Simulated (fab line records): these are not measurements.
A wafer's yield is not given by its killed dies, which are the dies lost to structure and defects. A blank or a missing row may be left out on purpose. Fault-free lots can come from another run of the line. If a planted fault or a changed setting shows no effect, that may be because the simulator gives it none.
fab line records -- flow n5Finfet
[record] lots = 24, wafers = 72, lastDay = 17
route steps=1938 shown FIN_SAQP@148 STI_FIN_REVEAL@187 DUMMY_GATE@231 SPACER0@261
lots that met no fault: taken from a fault-free run of the same line
startH: start of the lot's first displayed wafer, in hours after the record's first day -- waitH: hours elapsed since this lot's preceding step -- " as in the row above -- L1.1+2: several wafers, shown together as one row -- - no value, or no start given -- * or withheld: withheld -- < > ~ a bound
route shown NAME@n: names a module that has steps shown in the file, with the first one's number in the route -- usual: mean and standard deviation over wafers with no fault -- same: alike in all rows -- chamber/n: place in a boat -- sites: per-site readings -- _std_site: their standard deviation -- _edge_site: mean of outer sites minus mean of inner sites -- radiusMm: how far each site lies from the wafer's centre -- mask NAME#n: copy n -- behind: tool/chamber where the wafer was last shaped -- hold: why the lot was held/for how many hours/how that ended -- device: names the non-switching transistor (n, p or np) -- end of line: the same wafers' tests at the end of the route -- where a step has no rows: the recipe by itself -- killed: the dies lost at the first sort to structure and to defects; this is not the yield of the wafer -- map: per-die view of a wafer (x killed, . not killed, _ where there is no die)
set.NAME: the setting the step ran with; set.NAME@STEP: the setting that earlier step ran with -- model.NAME: the simulator's own value behind a step, which no gauge read
steps of the route over a sample of lots; a table a step, a row a wafer
services: the hour from which a tool's chamber was out of use, counted from the record's first day as startH (under 0 if before that day), plus the number of hours and why
[[steps]]
[step N5_FIN_SAQP_CD_MEAS_37]
[recipe] targetCdNm = 8, polarity = line
[usual] cdNm = 8.08/0.25
lot.wafer,tool,chamber,startH,waitH,cdNm
L074.1,cdSem-02,-,26.49,0.1,8.34
L074.2,cdSem-02,-,26.49,0.1,8.06
L074.6,cdSem-02,-,26.49,0.1,8.18
L075.2,cdSem-03,-,34.60,0.1,7.84
L075.3,cdSem-03,-,34.60,0.1,7.83
L075.6,cdSem-03,-,34.60,0.1,7.56
L076.1,cdSem-03,-,38.54,0.1,7.13
L076.3,cdSem-03,-,38.54,0.1,7.66
L076.4,cdSem-03,-,38.54,0.1,8.18
L077.2,cdSem-01,-,44.72,0.1,8.01
L077.3,cdSem-01,-,44.72,0.1,8.05
L077.6,cdSem-01,-,44.72,0.1,8.15
L078.1,cdSem-03,-,49.93,0.1,7.63
L078.2,cdSem-03,-,49.93,0.1,7.93
L078.5,cdSem-03,-,49.93,0.1,7.59
L079.1,cdSem-03,-,56.29,0.1,7.90
L079.5,cdSem-03,-,56.29,0.1,7.87
L079.6,cdSem-03,-,56.29,0.1,8.34
L080.1,cdSem-03,-,62.79,0.1,8.04
L080.2,cdSem-03,-,62.79,0.1,8.14
L080.6,cdSem-03,-,62.79,0.1,8.11
L081.3,cdSem-01,-,68.78,0.1,8.39
L081.4,cdSem-01,-,68.78,0.1,8.48
L081.5,cdSem-01,-,68.78,0.1,8.38
L082.1,cdSem-01,-,74.26,0.1,7.79
L082.3,cdSem-01,-,74.26,0.1,7.97
L082.4,cdSem-01,-,74.26,0.1,7.91
L083.4,cdSem-03,-,80.21,0.1,8.13
L083.5,cdSem-03,-,80.21,0.1,7.85
L083.6,cdSem-03,-,80.21,0.1,8.19
L084.2,cdSem-02,-,88.14,0.1,8.06
L084.4,cdSem-02,-,88.14,0.1,7.70
L084.5,cdSem-02,-,88.14,0.1,8.37
L085.1,cdSem-03,-,93.83,0.1,7.86
L085.3,cdSem-03,-,93.83,0.1,8.66
L085.6,cdSem-03,-,93.83,0.1,8.28
L086.2,cdSem-03,-,100.61,0.1,8.14
L086.4,cdSem-03,-,100.61,0.1,8.03
L086.6,cdSem-03,-,100.61,0.1,7.84
L087.1,cdSem-01,-,104.94,0.1,8.10
L087.3,cdSem-01,-,104.94,0.1,8.45
L087.6,cdSem-01,-,104.94,0.1,7.81
L088.1,cdSem-03,-,110.67,0.1,8.20
L088.5,cdSem-03,-,110.67,0.1,8.28
L088.6,cdSem-03,-,110.67,0.1,8.20
L089.3,cdSem-01,-,115.64,0.1,8.07
L089.4,cdSem-01,-,115.64,0.1,8.11
L089.5,cdSem-01,-,115.64,0.1,8.02
L090.2,cdSem-02,-,123.24,0.1,8.24
L090.5,cdSem-02,-,123.24,0.1,8.05
L090.6,cdSem-02,-,123.24,0.1,8.25
L091.1,cdSem-01,-,128.78,0.1,8.12
L091.2,cdSem-01,-,128.78,0.1,7.74
L091.4,cdSem-01,-,128.78,0.1,8.48
L092.2,cdSem-01,-,134.33,0.1,8.27
L092.3,cdSem-01,-,134.33,0.1,7.82
L092.4,cdSem-01,-,134.33,0.1,7.56
L093.3,cdSem-02,-,139.46,0.1,8.18
L093.4,cdSem-02,-,139.46,0.1,8.14
L093.5,cdSem-02,-,139.46,0.1,8.09
L094.2,cdSem-01,-,145.95,0.1,8.10
L094.3,cdSem-01,-,145.95,0.1,8.21
L094.5,cdSem-01,-,145.95,0.1,8.09
L095.4,cdSem-02,-,151.81,0.1,8.26
L095.5,cdSem-02,-,151.81,0.1,8.09
L095.6,cdSem-02,-,151.81,0.1,7.90
L096.2,cdSem-02,-,158.17,0.1,8.39
L096.3,cdSem-02,-,158.17,0.1,8.08
L096.6,cdSem-02,-,158.17,0.1,7.92
L097.1,cdSem-02,-,165.00,0.1,7.69
L097.3,cdSem-02,-,165.00,0.1,7.99
L097.4,cdSem-02,-,165.00,0.1,7.85
[step N5_STI_FIN_REVEAL_CMP_04]
[recipe] stopOn = Si3N4, tOverpolishS = 4, downForcePsi = 2, platenRpm = 54.18, postCmpClean = alkalineBrush, padVelocityMS = 1.078, targetThkNm = 131.83
[usual] motorCurrentA = 8.4/1.2, overpolishRunS = 4.000/0.0084, timeToEndpointS = 102/4
lot.wafer,tool,chamber,startH,waitH,motorCurrentA,overpolishRunS,timeToEndpointS
L074.1,cmp-01,0,33.11,0.0,10.1,3.992,104
L074.2,cmp-01,3,33.11,0.0,8.7,3.987,99
L074.6,cmp-01,0,33.11,0.0,10.0,3.997,103
L075.3,cmp-03,3,42.28,0.1,7.5,4.001,107
L075.2,cmp-03,0,42.28,0.1,7.8,4.004,103
L075.6,cmp-03,2,42.28,0.1,7.3,3.992,105
L076.1,cmp-02,0,46.03,0.0,7.3,3.989,108
L076.3,cmp-02,1,46.03,0.0,9.2,3.988,99
L076.4,cmp-02,2,46.03,0.0,9.0,4.004,106
L077.3,cmp-03,3,51.32,0.0,7.6,3.996,102
L077.2,cmp-03,0,51.32,0.0,8.2,3.995,100
L077.6,cmp-03,3,51.32,0.0,7.3,4.009,102
L078.1,cmp-02,0,57.33,0.1,7.0,3.991,106
L078.2,cmp-02,1,57.33,0.1,9.2,3.999,98
L078.5,cmp-02,2,57.33,0.1,8.8,4.006,103
L079.1,cmp-02,1,64.13,0.1,9.3,3.991,96
L079.5,cmp-02,0,64.13,0.1,7.3,4.006,104
L079.6,cmp-02,1,64.13,0.1,9.2,3.990,100
L080.1,cmp-03,2,69.49,0.0,7.2,4.006,99
L080.2,cmp-03,0,69.49,0.0,7.8,3.994,98
L080.6,cmp-03,3,69.49,0.0,7.1,4.002,99
L081.4,cmp-03,0,75.39,0.0,8.2,3.991,100
L081.3,cmp-03,3,75.39,0.0,7.2,3.993,100
L081.5,cmp-03,1,75.39,0.0,11.0,3.990,97
L082.4,cmp-02,2,81.42,0.0,7.9,4.006,104
L082.3,cmp-02,3,81.42,0.0,7.2,4.000,102
L082.1,cmp-02,0,81.42,0.0,7.0,4.006,103
L083.4,cmp-02,1,86.94,0.0,9.5,4.014,103
L083.5,cmp-02,1,86.94,0.0,8.8,4.001,99
L083.6,cmp-02,2,86.94,0.0,8.7,4.006,106
L084.4,cmp-01,2,95.02,0.1,8.8,4.007,102
L084.2,cmp-01,3,95.02,0.1,9.4,3.986,100
L084.5,cmp-01,1,95.02,0.1,9.9,3.997,97
L085.1,cmp-03,1,101.58,0.1,10.8,4.003,98
L085.3,cmp-03,2,101.58,0.1,7.2,4.014,103
L085.6,cmp-03,0,101.58,0.1,7.8,3.998,105
L086.4,cmp-03,3,107.53,0.0,7.8,4.003,109
L086.2,cmp-03,1,107.53,0.0,10.2,4.015,102
L086.6,cmp-03,3,107.53,0.0,7.9,4.002,107
L087.1,cmp-03,0,112.02,0.1,7.7,4.007,107
L087.3,cmp-03,1,112.02,0.1,10.8,3.997,98
L087.6,cmp-03,0,112.02,0.1,8.3,3.998,105
L088.1,cmp-01,3,118.20,0.1,9.1,3.999,98
L088.6,cmp-01,1,118.20,0.1,9.3,3.991,99
L088.5,cmp-01,2,118.20,0.1,8.5,3.998,96
L089.3,cmp-02,3,122.58,0.0,7.2,3.997,109
L089.4,cmp-02,1,122.58,0.0,9.3,4.002,105
L089.5,cmp-02,3,122.58,0.0,7.5,4.002,109
L090.2,cmp-03,0,130.05,0.1,8.1,4.005,103
L090.6,cmp-03,2,130.05,0.1,7.5,4.010,102
L090.5,cmp-03,3,130.05,0.1,7.6,3.996,99
L091.1,cmp-01,1,135.53,0.1,9.4,4.005,106
L091.2,cmp-01,2,135.53,0.1,8.6,4.006,100
L091.4,cmp-01,3,135.53,0.1,9.0,3.995,107
L092.4,cmp-02,0,141.25,0.0,7.1,4.002,112
L092.3,cmp-02,1,141.25,0.0,9.6,4.008,99
L092.2,cmp-02,2,141.25,0.0,8.9,4.003,106
L093.4,cmp-03,2,146.07,0.0,7.5,3.982,104
L093.3,cmp-03,1,146.07,0.0,10.4,4.000,99
L093.5,cmp-03,2,146.07,0.0,7.3,3.998,102
L094.3,cmp-02,1,152.57,0.1,9.4,4.021,103
L094.2,cmp-02,3,152.57,0.1,7.3,4.014,112
L094.5,cmp-02,1,152.57,0.1,8.8,4.002,104
L095.4,cmp-01,3,158.72,0.1,8.8,3.999,103
L095.6,cmp-01,2,158.72,0.1,9.1,4.001,102
L095.5,cmp-01,3,158.72,0.1,9.4,3.998,106
L096.3,cmp-03,2,164.90,0.0,7.5,3.996,100
L096.2,cmp-03,3,164.90,0.0,7.6,3.997,103
L096.6,cmp-03,2,164.90,0.0,7.3,3.995,100
L097.4,cmp-03,2,171.80,0.1,7.2,4.003,104
L097.3,cmp-03,3,171.80,0.1,7.0,4.002,101
L097.1,cmp-03,0,171.80,0.1,8.1,4.001,102
[step N5_DUMMY_GATE_CD_MEAS_15]
[recipe] targetCdNm = 25.8, landingEnergyEv = 500, detector = seInlens
[usual] cdNm = 25.11/0.25
lot.wafer,tool,chamber,startH,waitH,cdNm
L074.1,cdSem-01,0,46.71,-,24.99
L074.2,cdSem-01,0,46.71,-,25.07
L074.6,cdSem-01,0,46.71,-,25.19
L075.2,cdSem-03,0,55.99,-,24.79
L075.3,cdSem-03,0,55.99,-,25.04
L075.6,cdSem-03,0,55.99,-,25.41
L076.1,cdSem-02,0,59.77,-,24.92
L076.3,cdSem-02,0,59.77,-,25.45
L076.4,cdSem-02,0,59.77,-,25.63
L077.2,cdSem-02,0,65.51,-,25.32
L077.3,cdSem-02,0,65.51,-,25.05
L077.6,cdSem-02,0,65.51,-,25.44
L078.1,cdSem-02,0,71.18,-,25.41
L078.2,cdSem-02,0,71.18,-,25.16
L078.5,cdSem-02,0,71.18,-,25.60
L079.1,cdSem-01,0,78.64,-,25.27
L079.5,cdSem-01,0,78.64,-,24.73
L079.6,cdSem-01,0,78.64,-,24.81
L080.1,cdSem-01,0,82.23,-,25.36
L080.2,cdSem-01,0,82.23,-,25.08
L080.6,cdSem-01,0,82.23,-,25.11
L081.3,cdSem-02,0,87.49,-,24.74
L081.4,cdSem-02,0,87.49,-,25.05
L081.5,cdSem-02,0,87.49,-,24.71
L082.1,cdSem-02,0,94.22,-,24.82
L082.3,cdSem-02,0,94.22,-,25.21
L082.4,cdSem-02,0,94.22,-,24.90
L083.4,cdSem-03,0,99.56,-,25.23
L083.5,cdSem-03,0,99.56,-,25.13
L083.6,cdSem-03,0,99.56,-,24.92
L084.2,cdSem-02,0,107.11,-,25.20
L084.4,cdSem-02,0,107.11,-,25.10
L084.5,cdSem-02,0,107.11,-,25.08
L085.1,cdSem-02,0,113.82,-,25.11
L085.3,cdSem-02,0,113.82,-,25.08
L085.6,cdSem-02,0,113.82,-,25.03
L086.2,cdSem-01,0,122.12,-,24.90
L086.4,cdSem-01,0,122.12,-,25.51
L086.6,cdSem-01,0,122.12,-,24.94
L087.1,cdSem-02,0,124.20,-,25.17
L087.3,cdSem-02,0,124.20,-,25.07
L087.6,cdSem-02,0,124.20,-,24.81
L088.1,cdSem-01,0,133.13,-,25.01
L088.5,cdSem-01,0,133.13,-,25.15
L088.6,cdSem-01,0,133.13,-,24.83
L089.3,cdSem-03,0,135.56,-,25.23
L089.4,cdSem-03,0,135.56,-,24.89
L089.5,cdSem-03,0,135.56,-,25.50
L090.2,cdSem-02,0,143.86,-,25.11
L090.5,cdSem-02,0,143.86,-,25.02
L090.6,cdSem-02,0,143.86,-,25.07
L091.1,cdSem-02,0,149.95,-,25.04
L091.2,cdSem-02,0,149.95,-,25.39
L091.4,cdSem-02,0,149.95,-,25.42
L092.2,cdSem-02,0,153.85,-,25.08
L092.3,cdSem-02,0,153.85,-,24.85
L092.4,cdSem-02,0,153.85,-,24.66
L093.3,cdSem-02,0,158.31,-,25.30
L093.4,cdSem-02,0,158.31,-,25.11
L093.5,cdSem-02,0,158.31,-,24.86
L094.2,cdSem-03,0,165.72,-,25.04
L094.3,cdSem-03,0,165.72,-,25.16
L094.5,cdSem-03,0,165.72,-,24.76
L095.4,cdSem-01,0,171.07,-,25.38
L095.5,cdSem-01,0,171.07,-,25.42
L095.6,cdSem-01,0,171.07,-,25.17
L096.2,cdSem-02,0,178.83,-,25.68
L096.3,cdSem-02,0,178.83,-,25.47
L096.6,cdSem-02,0,178.83,-,25.26
L097.1,cdSem-02,0,184.75,-,25.07
L097.3,cdSem-02,0,184.75,-,24.92
L097.4,cdSem-02,0,184.75,-,25.22
[step N5_DUMMY_GATE_INSPECT_17]
[recipe] mode = adi, inspectInstrument = brightfield
[usual] rawDefectCount = 183/52
lot.wafer,tool,chamber,startH,waitH,rawDefectCount
L074.1,defectInspect-01,-,46.81,0.1,224
L074.2,defectInspect-01,-,46.81,0.1,167
L074.6,defectInspect-01,-,46.81,0.1,221
L075.2,defectInspect-02,-,56.09,0.0,142
L075.3,defectInspect-02,-,56.09,0.0,185
L075.6,defectInspect-02,-,56.09,0.0,171
L076.1,defectInspect-01,-,59.87,0.1,183
L076.3,defectInspect-01,-,59.87,0.1,183
L076.4,defectInspect-01,-,59.87,0.1,177
L077.2,defectInspect-01,-,65.61,0.0,93
L077.3,defectInspect-01,-,65.61,0.0,96
L077.6,defectInspect-01,-,65.61,0.0,143
L078.1,defectInspect-02,-,71.29,0.1,199
L078.2,defectInspect-02,-,71.29,0.1,132
L078.5,defectInspect-02,-,71.29,0.1,219
L079.1,defectInspect-02,-,78.74,0.1,201
L079.5,defectInspect-02,-,78.74,0.1,180
L079.6,defectInspect-02,-,78.74,0.1,170
L080.1,defectInspect-01,-,82.33,0.1,247
L080.2,defectInspect-01,-,82.33,0.1,217
L080.6,defectInspect-01,-,82.33,0.1,170
L081.3,defectInspect-02,-,87.59,0.0,197
L081.4,defectInspect-02,-,87.59,0.0,186
L081.5,defectInspect-02,-,87.59,0.0,172
L082.1,defectInspect-02,-,94.32,0.1,178
L082.3,defectInspect-02,-,94.32,0.1,129
L082.4,defectInspect-02,-,94.32,0.1,181
L083.4,defectInspect-01,-,99.65,0.0,158
L083.5,defectInspect-01,-,99.65,0.0,148
L083.6,defectInspect-01,-,99.65,0.0,191
L084.2,defectInspect-02,-,107.21,0.0,125
L084.4,defectInspect-02,-,107.21,0.0,126
L084.5,defectInspect-02,-,107.21,0.0,122
L085.1,defectInspect-02,-,113.92,0.1,209
L085.3,defectInspect-02,-,113.92,0.1,248
L085.6,defectInspect-02,-,113.92,0.1,214
L086.2,defectInspect-01,-,122.22,0.0,266
L086.4,defectInspect-01,-,122.22,0.0,168
L086.6,defectInspect-01,-,122.22,0.0,115
L087.1,defectInspect-01,-,124.30,0.1,196
L087.3,defectInspect-01,-,124.30,0.1,168
L087.6,defectInspect-01,-,124.30,0.1,128
L088.1,defectInspect-01,-,133.23,0.1,286
L088.5,defectInspect-01,-,133.23,0.1,191
L088.6,defectInspect-01,-,133.23,0.1,197
L089.3,defectInspect-02,-,135.65,0.0,320
L089.4,defectInspect-02,-,135.65,0.0,331
L089.5,defectInspect-02,-,135.65,0.0,328
L090.2,defectInspect-02,-,143.95,0.0,114
L090.5,defectInspect-02,-,143.95,0.0,183
L090.6,defectInspect-02,-,143.95,0.0,151
L091.1,defectInspect-02,-,150.05,0.1,218
L091.2,defectInspect-02,-,150.05,0.1,209
L091.4,defectInspect-02,-,150.05,0.1,195
L092.2,defectInspect-02,-,153.95,0.0,145
L092.3,defectInspect-02,-,153.95,0.0,228
L092.4,defectInspect-02,-,153.95,0.0,200
L093.3,defectInspect-01,-,158.40,0.0,270
L093.4,defectInspect-01,-,158.40,0.0,193
L093.5,defectInspect-01,-,158.40,0.0,206
L094.2,defectInspect-01,-,165.82,0.0,170
L094.3,defectInspect-01,-,165.82,0.0,122
L094.5,defectInspect-01,-,165.82,0.0,104
L095.4,defectInspect-01,-,171.16,0.0,109
L095.5,defectInspect-01,-,171.16,0.0,97
L095.6,defectInspect-01,-,171.16,0.0,76
L096.2,defectInspect-01,-,178.93,0.0,161
L096.3,defectInspect-01,-,178.93,0.0,149
L096.6,defectInspect-01,-,178.93,0.0,122
L097.1,defectInspect-01,-,184.85,0.1,257
L097.3,defectInspect-01,-,184.85,0.1,212
L097.4,defectInspect-01,-,184.85,0.1,269
[step N5_DUMMY_GATE_ETCH_32]
[recipe] chemistry = CF4, target = SiO2, targetDepthA = 35, timeS = 3.9, ionEnergyEv = 350, pressureMtorr = 10, icpW = 800, biasW = 400, cf4FlowSccm = 80
[usual] drypumpMotorCurrentA = 5.5/0.35, heBacksideLeakSccm = 2.9/0.41, oesProductAu = 1.002/0.018, rfFwdPowerW = 790/4.1, throttleValvePct = 21.88/0.21
lot.wafer,tool,chamber,startH,waitH,drypumpMotorCurrentA,heBacksideLeakSccm,oesProductAu,rfFwdPowerW,rfHoursCounterH,throttleValvePct
L074.1,rieSi-03,2,47.51,0.1,5.5,2.9,1.005,785,7,22.22
L074.2,rieSi-03,1,47.51,0.1,5.4,2.5,0.999,787,121,21.75
L074.6,rieSi-03,0,47.51,0.1,5.1,2.6,0.991,789,-,21.39
L075.2,rieSi-03,3,56.79,0.1,5.6,2.9,1.015,794,148,21.86
L075.3,rieSi-03,1,56.79,0.1,5.3,2.8,0.992,791,121,21.76
L075.6,rieSi-03,2,56.79,0.1,5.5,2.8,0.995,784,-,22.23
L076.1,rieSi-01,1,60.57,0.1,5.8,3.4,1.016,786,183,21.89
L076.3,rieSi-01,0,60.57,0.1,5.7,3.1,0.962,794,79,21.82
L076.4,rieSi-01,3,60.57,0.1,5.1,2.4,1.024,792,5,21.77
L077.2,rieSi-03,1,66.31,0.1,5.4,3.4,0.999,793,122,21.75
L077.3,rieSi-03,3,66.31,0.1,5.5,2.9,1.019,792,148,21.87
L077.6,rieSi-03,1,66.31,0.1,5.3,2.5,0.994,790,-,21.75
L078.1,rieSi-03,2,71.99,0.1,5.5,3.0,1.004,785,7,22.23
L078.2,rieSi-03,3,71.99,0.1,5.5,2.9,1.020,794,148,21.89
L078.5,rieSi-03,2,71.99,0.1,5.5,5.2,1.009,788,-,22.21
L079.1,rieSi-05,2,79.44,0.1,5.2,2.7,1.002,788,44,21.99
L079.5,rieSi-05,0,79.44,0.1,5.0,3.0,0.981,791,-,21.71
L079.6,rieSi-05,1,79.44,0.1,6.2,2.7,1.012,795,-,22.01
L080.1,rieSi-03,1,83.03,0.1,5.3,2.5,0.991,791,122,21.76
L080.2,rieSi-03,0,83.03,0.1,5.1,2.6,1.003,787,4,21.39
L080.6,rieSi-03,3,83.03,0.1,5.5,3.0,1.019,792,-,21.85
L081.3,rieSi-01,3,88.43,0.1,5.1,2.4,1.021,797,5,21.75
L081.4,rieSi-01,2,88.43,0.1,6.0,3.0,0.994,785,1,22.10
L081.5,rieSi-01,0,88.43,0.1,5.6,3.2,0.961,793,-,21.84
L082.1,rieSi-01,1,95.02,0.1,5.8,2.9,1.015,790,184,21.90
L082.3,rieSi-01,3,95.02,0.1,5.1,2.6,1.013,791,5,21.76
L082.4,rieSi-01,0,95.02,0.1,5.6,2.9,0.966,790,80,21.84
L083.4,rieSi-05,1,100.35,0.1,6.2,2.5,1.012,796,94,21.99
L083.5,rieSi-05,1,100.35,0.1,6.2,2.6,1.009,797,-,22.00
L083.6,rieSi-05,2,100.35,0.1,5.2,3.0,1.015,789,-,21.99
L084.2,rieSi-01,3,108.35,0.1,5.2,2.5,1.015,789,5,21.75
L084.4,rieSi-01,2,108.35,0.1,6.0,2.9,1.003,789,1,22.10
L084.5,rieSi-01,1,108.35,0.1,5.8,3.1,0.999,790,-,21.89
L085.1,rieSi-03,1,115.00,0.2,5.3,2.8,0.982,795,122,21.73
L085.3,rieSi-03,2,115.00,0.2,5.5,2.8,1.009,788,8,22.22
L085.6,rieSi-03,2,115.00,0.2,5.5,3.0,1.008,784,-,22.22
L086.2,rieSi-05,1,123.09,0.1,6.2,2.6,1.022,795,95,22.00
L086.4,rieSi-05,3,123.09,0.1,5.6,3.3,1.024,794,5,21.95
L086.6,rieSi-05,0,123.09,0.1,5.0,3.0,0.986,792,-,21.72
L087.1,rieSi-01,1,125.12,0.1,5.8,3.3,1.006,790,184,21.89
L087.3,rieSi-01,0,125.12,0.1,5.7,2.9,0.968,791,81,21.82
L087.6,rieSi-01,0,125.12,0.1,5.6,2.9,0.957,793,-,21.81
L088.1,rieSi-01,3,133.94,0.1,5.1,2.5,1.028,797,6,21.78
L088.5,rieSi-01,0,133.94,0.1,5.7,2.9,0.968,789,-,21.82
L088.6,rieSi-01,1,133.94,0.1,5.8,3.1,1.011,786,-,21.88
L089.3,rieSi-01,0,136.81,0.1,5.7,3.1,0.962,788,81,21.81
L089.4,rieSi-01,3,136.81,0.1,5.1,2.5,1.017,792,6,21.77
L089.5,rieSi-01,3,136.81,0.1,5.1,2.4,1.015,792,-,21.76
L090.2,rieSi-05,0,144.84,0.1,5.0,3.2,0.990,791,87,21.71
L090.5,rieSi-05,2,144.84,0.1,5.2,2.9,0.990,793,-,21.99
L090.6,rieSi-05,1,144.84,0.1,6.2,2.7,1.016,795,-,22.02
L091.1,rieSi-01,3,150.75,0.1,5.1,2.5,1.032,796,6,21.76
L091.2,rieSi-01,1,150.75,0.1,5.8,3.1,1.018,793,185,21.88
L091.4,rieSi-01,0,150.75,0.1,5.6,5.9,0.978,794,81,21.83
L092.2,rieSi-01,2,154.65,0.1,6.0,2.8,1.017,785,2,22.10
L092.3,rieSi-01,3,154.65,0.1,5.1,2.5,1.033,796,6,21.76
L092.4,rieSi-01,1,154.65,0.1,5.8,3.4,1.030,789,185,21.90
L093.3,rieSi-03,3,159.10,0.1,5.5,3.0,1.012,794,150,21.87
L093.4,rieSi-03,1,159.10,0.1,5.3,2.7,0.993,792,123,21.77
L093.5,rieSi-03,1,159.10,0.1,5.4,2.5,0.987,791,-,21.75
L094.2,rieSi-05,2,166.75,0.1,5.2,2.8,1.003,794,46,22.00
L094.3,rieSi-05,3,166.75,0.1,5.6,3.4,1.015,789,6,21.96
L094.5,rieSi-05,2,166.75,0.1,5.2,2.6,1.000,792,-,22.00
L095.4,rieSi-05,3,171.86,0.1,5.6,3.3,1.023,798,6,21.95
L095.5,rieSi-05,0,171.86,0.1,5.0,3.2,0.988,795,-,21.71
L095.6,rieSi-05,3,171.86,0.1,5.6,3.2,1.021,794,-,21.98
L096.2,rieSi-03,0,179.63,0.1,5.0,2.5,0.979,784,6,21.39
L096.3,rieSi-03,2,179.63,0.1,5.5,3.0,1.004,784,9,22.22
L096.6,rieSi-03,2,179.63,0.1,5.5,3.1,1.013,787,-,22.22
L097.1,rieSi-03,0,185.79,0.1,5.1,2.6,0.976,784,6,21.38
L097.3,rieSi-03,3,185.79,0.1,5.5,3.0,1.008,790,151,21.85
L097.4,rieSi-03,1,185.79,0.1,5.3,2.5,0.981,792,124,21.75
[step N5_SPACER0_INSPECT_04]
[recipe] inspectInstrument = darkfield, mode = postDep
[usual] rawDefectCount = 129/35
lot.wafer,tool,chamber,startH,waitH,rawDefectCount
L074.1,defectInspect-01,-,48.60,0.1,156
L074.2,defectInspect-01,-,48.60,0.1,121
L074.6,defectInspect-01,-,48.60,0.1,165
L075.2,defectInspect-02,-,57.94,0.1,107
L075.3,defectInspect-02,-,57.94,0.1,143
L075.6,defectInspect-02,-,57.94,0.1,129
L076.1,defectInspect-02,-,61.66,0.1,136
L076.3,defectInspect-02,-,61.66,0.1,113
L076.4,defectInspect-02,-,61.66,0.1,121
L077.2,defectInspect-02,-,67.40,0.1,68
L077.3,defectInspect-02,-,67.40,0.1,81
L077.6,defectInspect-02,-,67.40,0.1,95
L078.1,defectInspect-01,-,73.17,0.1,150
L078.2,defectInspect-01,-,73.17,0.1,109
L078.5,defectInspect-01,-,73.17,0.1,140
L079.1,defectInspect-01,-,80.69,0.1,154
L079.5,defectInspect-01,-,80.69,0.1,141
L079.6,defectInspect-01,-,80.69,0.1,125
L080.1,defectInspect-01,-,84.12,0.1,176
L080.2,defectInspect-01,-,84.12,0.1,159
L080.6,defectInspect-01,-,84.12,0.1,113
L081.3,defectInspect-02,-,89.89,0.1,155
L081.4,defectInspect-02,-,89.89,0.1,138
L081.5,defectInspect-02,-,89.89,0.1,168
L082.1,defectInspect-01,-,97.25,0.1,117
L082.3,defectInspect-01,-,97.25,0.1,89
L082.4,defectInspect-01,-,97.25,0.1,92
L083.4,defectInspect-01,-,102.48,0.1,101
L083.5,defectInspect-01,-,102.48,0.1,105
L083.6,defectInspect-01,-,102.48,0.1,113
L084.2,defectInspect-02,-,109.44,0.1,108
L084.4,defectInspect-02,-,109.44,0.1,102
L084.5,defectInspect-02,-,109.44,0.1,91
L085.1,defectInspect-02,-,117.15,0.1,124
L085.3,defectInspect-02,-,117.15,0.1,167
L085.6,defectInspect-02,-,117.15,0.1,114
L086.2,defectInspect-01,-,124.17,0.1,131
L086.4,defectInspect-01,-,124.17,0.1,113
L086.6,defectInspect-01,-,124.17,0.1,72
L087.1,defectInspect-01,-,126.36,0.1,121
L087.3,defectInspect-01,-,126.36,0.1,103
L087.6,defectInspect-01,-,126.36,0.1,97
L088.1,defectInspect-02,-,135.02,0.1,198
L088.5,defectInspect-02,-,135.02,0.1,130
L088.6,defectInspect-02,-,135.02,0.1,149
L089.3,defectInspect-02,-,137.99,0.1,209
L089.4,defectInspect-02,-,137.99,0.1,206
L089.5,defectInspect-02,-,137.99,0.1,187
L090.2,defectInspect-01,-,145.98,0.1,75
L090.5,defectInspect-01,-,145.98,0.1,133
L090.6,defectInspect-01,-,145.98,0.1,121
L091.1,defectInspect-01,-,151.84,0.1,147
L091.2,defectInspect-01,-,151.84,0.1,170
L091.4,defectInspect-01,-,151.84,0.1,196
L092.2,defectInspect-02,-,156.35,0.1,145
L092.3,defectInspect-02,-,156.35,0.1,177
L092.4,defectInspect-02,-,156.35,0.1,172
L093.3,defectInspect-01,-,160.58,0.1,183
L093.4,defectInspect-01,-,160.58,0.1,134
L093.5,defectInspect-01,-,160.58,0.1,163
L094.2,defectInspect-02,-,167.94,0.1,186
L094.3,defectInspect-02,-,167.94,0.1,95
L094.5,defectInspect-02,-,167.94,0.1,99
L095.4,defectInspect-01,-,173.22,0.0,106
L095.5,defectInspect-01,-,173.22,0.0,65
L095.6,defectInspect-01,-,173.22,0.0,65
L096.2,defectInspect-02,-,180.72,0.1,125
L096.3,defectInspect-02,-,180.72,0.1,104
L096.6,defectInspect-02,-,180.72,0.1,87
L097.1,defectInspect-01,-,187.69,0.1,202
L097.3,defectInspect-01,-,187.69,0.1,144
L097.4,defectInspect-01,-,187.69,0.1,160
[[services]]
tool,chamber,startH,hours,kind
rieSi-01,2,19.34,-,clean
rieSi-01,2,19.34,-,consumableReplace:focusRing
rieSi-01,2,19.34,13.0,scheduledDown
rieSi-01,2,19.34,13.0,ventCycle
cmp-03,-,25.54,1.7,repair
cmp-01,-,48.18,0.9,repair
cmp-03,-,60.29,2.4,repair
cmp-01,-,65.03,13.5,pm
cmp-01,-,78.53,5.9,pm
cmp-03,-,92.18,1.3,repair
cmp-03,-,96.87,0.2,repair
cmp-03,-,121.05,4.0,pm
cmp-03,-,125.05,-,consumableReplace:conditioner
cmp-03,-,125.05,-,consumableReplace:pad
cmp-03,-,158.33,3.9,pm
cmp-02,-,182.60,0.2,repair
[[key]]
fault none
